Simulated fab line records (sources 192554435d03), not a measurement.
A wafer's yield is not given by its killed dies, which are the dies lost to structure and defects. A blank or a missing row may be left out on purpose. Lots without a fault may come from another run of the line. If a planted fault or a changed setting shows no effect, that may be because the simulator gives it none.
A single fault, viewed from 2 desks + flow n5-finfet + what lay behind the numbers comes last; until then each desk has only its own

METROLOGY DESK
Lot by lot, what the gauges showed, no matter which tool ran the lot: averages of those sampled wafers that carry a number. Any lot whose mean is over 4 standard deviations away from the usual mean is out of limits and marked OUT; that distance is given in the brackets.
Columns: A = cd-nm at N5_BEOL_M10_CD_MEAS_18, usual 69.8 nm; B = trench-depth-nm at N5_BEOL_M10_OCD_MEAS_38, usual 148.8 nm; C = cd-nm at N5_BEOL_M10_CD_MEAS_35, usual 69.8 nm; D = M10_THK at N5_BEOL_M10_THK_MEAS_53, usual 139.9 nm; E = M10_RS at N5_BEOL_M10_RS_MEAS_57, usual 0.1511 ohm/sq
| lot  | first seen here | A    | B                | C    | D                | E                 |
|------|-----------------|------|------------------|------|------------------|-------------------|
| L515 | day 10 17:39    | 70.2 | 147.9            | 70.6 | 138.7            | 0.1524            |
| L517 | day 10 21:57    | 69.8 | 148.1            | 70.0 | 137.6            | 0.1513            |
| L518 | day 10 21:59    | 70.4 | 148.6            | 70.5 | 139.4            | 0.1508            |
| L516 | day 10 22:41    | 69.4 | 148.1            | 69.6 | 139.3            | 0.1531            |
| L521 | day 11 19:23    | 69.7 | 149.8            | 69.8 | 142.9            | 0.1491            |
| L528 | day 13 19:58    | 69.1 | 149.2            | 68.9 | 139.8            | 0.1506            |
| L526 | day 13 23:23    | 70.4 | 149.1            | 70.4 | 139.8            | 0.1508            |
| L532 | day 14 08:25    | 69.4 | 149.3            | 69.6 | 138.4            | 0.1516            |
| L534 | day 15 16:44    | 69.7 | 168.8 (+9.1) OUT | 69.6 | 160.0 (+7.4) OUT | 0.1317 (-6.9) OUT |
This desk's finding: out of limits on L534; first on L534, day 15 17:57 (trench-depth-nm at N5_BEOL_M10_OCD_MEAS_38). L515, L517, L518, L516, L521, L528, L526, L532: within limits.

FOR THE TOOL OWNER'S DESK: rie-diel-02
The tool's own readings at N5_BEOL_M10_TRENCH_ETCH_37 (etches SiCOH lowk in C4F6/O2, target depth 148.83 nm, time 48 s): means of the sampled wafers that have a number, for each lot that ran on this tool. Any lot whose mean is over 4 standard deviations away from the usual mean is out of limits and marked OUT; that distance is given in the brackets. 7 of its 11 readings are shown: the first one out of limits and those lying furthest out on some lot.
Columns: A = C4F6_flow_sccm at N5_BEOL_M10_TRENCH_ETCH_37, usual 9.997 sccm; B = oes_ar_750_au at N5_BEOL_M10_TRENCH_ETCH_37, usual 0.82 a.u.; C = oes_f_703_au at N5_BEOL_M10_TRENCH_ETCH_37, usual 0.82 a.u.; D = oes_o_777_au at N5_BEOL_M10_TRENCH_ETCH_37, usual 0.83 a.u.; E = oes-product-au at N5_BEOL_M10_TRENCH_ETCH_37, usual 0.83 a.u.; F = rf-fwd-power-W at N5_BEOL_M10_TRENCH_ETCH_37, usual 341.2 W; G = rf-vpp-V at N5_BEOL_M10_TRENCH_ETCH_37, usual 673 V
| lot  | first seen here | A      | B    | C               | D               | E    | F                       | G              |
|------|-----------------|--------|------|-----------------|-----------------|------|-------------------------|----------------|
| L515 | day 10 20:25    | 10.006 | 0.80 | 0.81            | 0.82            | 0.80 | 341.5                   | 661            |
| L518 | day 11 01:21    | 10.011 | 0.80 | 0.79            | 0.79            | 0.80 | 341.0                   | 687            |
| L516 | day 11 01:49    | 9.969  | 0.75 | 0.74            | 0.75            | 0.75 | 340.2                   | 676            |
| L528 | day 13 22:22    | 9.980  | 0.81 | 0.81            | 0.81            | 0.81 | 341.5                   | 675            |
| L532 | day 14 09:25    | 9.992  | 0.90 | 0.89            | 0.89            | 0.90 | 343.2                   | 682            |
| L534 | day 15 17:46    | 10.000 | 0.95 | 1.17 (+5.7) OUT | 1.11 (+4.4) OUT | 0.85 | 478.6 (+99 or more) OUT | 586 (-7.3) OUT |
This desk's finding: out of limits on L534; first on L534, day 15 17:46 (oes_f_703_au at N5_BEOL_M10_TRENCH_ETCH_37). L515, L518, L516, L528, L532: within limits.

PUT TOGETHER
An alarm could have come from the tool owner's desk at day 15 17:46, on L534.
The metrology desk could have raised an alarm at day 15 17:57, on L534.
Of the lots named, all ran N5_BEOL_M10_TRENCH_ETCH_37 on rie-diel-02.

WHAT WAS PUT IN BY THE SIMULATOR
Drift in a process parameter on rie-diel-02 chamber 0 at N5_BEOL_M10_TRENCH_ETCH_37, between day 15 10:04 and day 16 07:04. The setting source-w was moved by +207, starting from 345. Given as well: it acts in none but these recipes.
Struck lots among those shown: L534.
Fault start to first reading out of limits, in hours, per desk: tool owner, 8; metrology, 8.
